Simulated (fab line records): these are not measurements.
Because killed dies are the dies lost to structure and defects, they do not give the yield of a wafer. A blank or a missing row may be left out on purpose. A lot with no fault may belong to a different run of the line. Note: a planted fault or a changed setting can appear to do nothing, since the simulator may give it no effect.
A single fault, viewed from 2 desks :: flow n5Finfet :: numbers are kept per desk, each desk with only its own; the story behind them comes last

## FROM THE METROLOGY DESK
Lot by lot, what the gauges showed, no matter which tool ran the lot: averages of those sampled wafers that carry a number. The brackets show how far a lot's mean lies from the usual mean; more than 4 standard deviations puts the lot out of limits, marked OUT. Shown here are 7 of its 10 readings, the ones lying furthest out on some lot.
Columns: A = DIBL_N at N5_BEOL_M4_RC_MEAS_101, usual 36.4 mV/V; B = DIBL_P at N5_BEOL_M4_RC_MEAS_101, usual 36.4 mV/V; C = IOFF_N at N5_BEOL_M4_RC_MEAS_101, usual 0.16 nA/um; D = SS_N at N5_BEOL_M4_RC_MEAS_101, usual 71.5 mV/dec; E = SS_P at N5_BEOL_M4_RC_MEAS_101, usual 73.2 mV/dec; F = VT_N at N5_BEOL_M4_RC_MEAS_101, usual 249 mV; G = VT_P at N5_BEOL_M4_RC_MEAS_101, usual -250 mV
lot: L281
first seen here: day 9 22:53
A: 36.2
B: 36.2
C: 0.16
D: 71.3
E: 73.0
F: 250
G: -254

lot: L291
first seen here: day 12 15:22
A: 36.0
B: 36.2
C: 0.15
D: 71.6
E: 73.5
F: 250
G: -252

lot: L293
first seen here: day 13 14:33
A: 37.8
B: 38.5
C: 0.23
D: 72.6
E: 73.9
F: 245
G: -251

lot: L296
first seen here: day 13 21:28
A: 36.9
B: 36.3
C: 0.16
D: 71.5
E: 73.5
F: 250
G: -248
Finding of this desk: none of the 4 lots has anything out of limits.

## DESK OF THE TOOL OWNER: lithoTrack-01
The tool's own readings at N5_MOL_CONTACT_COAG_COAT_64 (time 60 s, resist thk 10 nm): means of the sampled wafers that have a number, for each lot that ran on this tool. The brackets show how far a lot's mean lies from the usual mean; more than 4 standard deviations puts the lot out of limits, marked OUT.
Columns: A = exhaustPa at N5_MOL_CONTACT_COAG_COAT_64, usual 44.9 Pa; B = spinSpeedRpm at N5_MOL_CONTACT_COAG_COAT_64, usual 1500.1 rpm
lot: L281
first seen here: day 7 02:24
A: 45.2
B: 1499.1

lot: L291
first seen here: day 9 14:15
A: 44.3
B: 1590.5 (+94) OUT

lot: L293
first seen here: day 10 02:40
A: 45.3
B: 1591.6 (+95) OUT
Finding of this desk: L291, L293 out of limits; the first was L291 at day 9 14:15, on spinSpeedRpm at N5_MOL_CONTACT_COAG_COAT_64. In limits: L281.

## ALL TOGETHER
On L291, L293, at day 9 14:15, an alarm was possible from the tool owner's desk.
Metrology desk: nothing out of limits seen.
The metrology desk has L291, L293 on record, within its limits.
N5_MOL_CONTACT_COAG_COAT_64 was run on lithoTrack-01 by each of the lots named.

## WHAT THE SIMULATOR HAD PUT IN
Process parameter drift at N5_MOL_CONTACT_COAG_COAT_64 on lithoTrack-01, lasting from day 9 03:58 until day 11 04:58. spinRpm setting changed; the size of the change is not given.
Shown lots that were struck: L291, L293.
Each desk's first reading out of limits, in hours after the fault started: the tool owner's desk, 10.
